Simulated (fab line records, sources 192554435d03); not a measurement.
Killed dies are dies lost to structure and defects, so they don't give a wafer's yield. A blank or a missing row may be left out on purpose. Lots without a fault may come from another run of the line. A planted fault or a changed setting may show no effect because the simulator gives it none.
Chamber matching | flow n5_finfet | N5_FIN_CUT_ETCH_21 on rie_diel-04: 4 sister chambers
The step etches SOC in N2/H2, target depth 219 nm, overetch 43.8 nm, time 523.5 s. 7 wafers are shown with their chamber, then 7 later ones without.

WAFERS WITH THEIR CHAMBER
wafer  | chamber | throttle_valve_pct (%) | oes_product_au (a.u.)
L078.4 | 2       | 18.14                  | 0.65
L082.6 | 0       | 17.41                  | 0.83
L084.1 | 0       | 17.41                  | 0.83
L084.3 | 2       | 18.17                  | 0.65
L084.6 | 1       | 17.61                  | 0.72
L088.1 | 1       | 17.60                  | 0.71
L088.3 | 3       | 18.12                  | 0.70

WAFERS WITHOUT THEIR CHAMBER
wafer  | throttle_valve_pct (%) | oes_product_au (a.u.)
L088.6 | 17.61                  | 0.72
L091.1 | 17.43                  | 0.82
L091.5 | 17.43                  | 0.82
L091.6 | 18.10                  | 0.69
L094.2 | 18.18                  | 0.63
L094.4 | 17.63                  | 0.70
L094.6 | 17.43                  | 0.80

WHICH CHAMBER EACH WENT THROUGH
wafer  | from the rows above | in truth
L088.6 | 1                   | 1
L091.1 | 0                   | 0
L091.5 | 0                   | 0
L091.6 | 3                   | 3
L094.2 | 2                   | 2
L094.4 | 1                   | 1
L094.6 | 0                   | 0
Placed correctly: 7 of 7. Can't be placed from these rows: 0. Placed wrongly: 0.
How it was worked out, from the rows above alone: a wafer's distance from a chamber is the root of the sum, over the readings, of the square of ((its reading less the chamber's mean) divided by the reading's scatter). The wafer belongs to the nearest chamber; if the next one is less than 2 further off, it can't be placed. A chamber's mean is the mean of its shown wafers. The scatter: the root of (the sum of the squares of (reading less its chamber's mean) over the shown wafers, divided by (wafers less chambers)).
